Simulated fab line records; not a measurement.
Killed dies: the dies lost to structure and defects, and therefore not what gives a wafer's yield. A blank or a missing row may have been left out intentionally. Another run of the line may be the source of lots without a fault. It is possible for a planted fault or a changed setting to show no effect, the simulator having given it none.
Chamber matching + flow n5-finfet + N5_BEOL_M0_STRIP_142 on rie-diel-05: 4 sister chambers
The step strips in N2/H2, time 10 s. 4 wafers are shown with their chamber, then 7 later ones without.

EACH WAFER AND ITS CHAMBER
| wafer  | chamber | throttle-valve-pct (%) |
|--------|---------|------------------------|
| L084.5 | 1       | 23.67                  |
| L087.6 | 0       | 24.16                  |
| L086.1 | 3       | 23.33                  |
| L086.3 | 2       | 23.48                  |

WAFERS WITH NO CHAMBER GIVEN
| wafer  | throttle-valve-pct (%) |
|--------|------------------------|
| L086.4 | 24.16                  |
| L089.1 | 23.49                  |
| L089.3 | 23.34                  |
| L089.4 | 23.69                  |
| L097.3 | 24.18                  |
| L097.4 | 23.36                  |
| L097.6 | 24.19                  |

THE CHAMBER EACH PASSED THROUGH
| wafer  | from the rows above | in truth |
|--------|---------------------|----------|
| L086.4 | 0                   | 0        |
| L089.1 | 2                   | 2        |
| L089.3 | 3                   | 3        |
| L089.4 | 1                   | 1        |
| L097.3 | 0                   | 0        |
| L097.4 | 3                   | 3        |
| L097.6 | 0                   | 0        |
Correctly placed: 7 of 7. Can't be placed from these rows: 0. 0 placed wrongly.
How it was worked out, from the rows above alone: a wafer's distance from a chamber is the root of the sum, over the readings, of the square of ((its reading less the chamber's mean) divided by the reading's scatter). The wafer belongs to the nearest chamber; if the next one is less than 2 further off, it can't be placed. For every chamber, the mean is computed from those of its wafers that are shown. The scatter (one wafer shown for each chamber): square how far every hidden wafer sits from the nearest shown wafer, average those squares and take the square root.
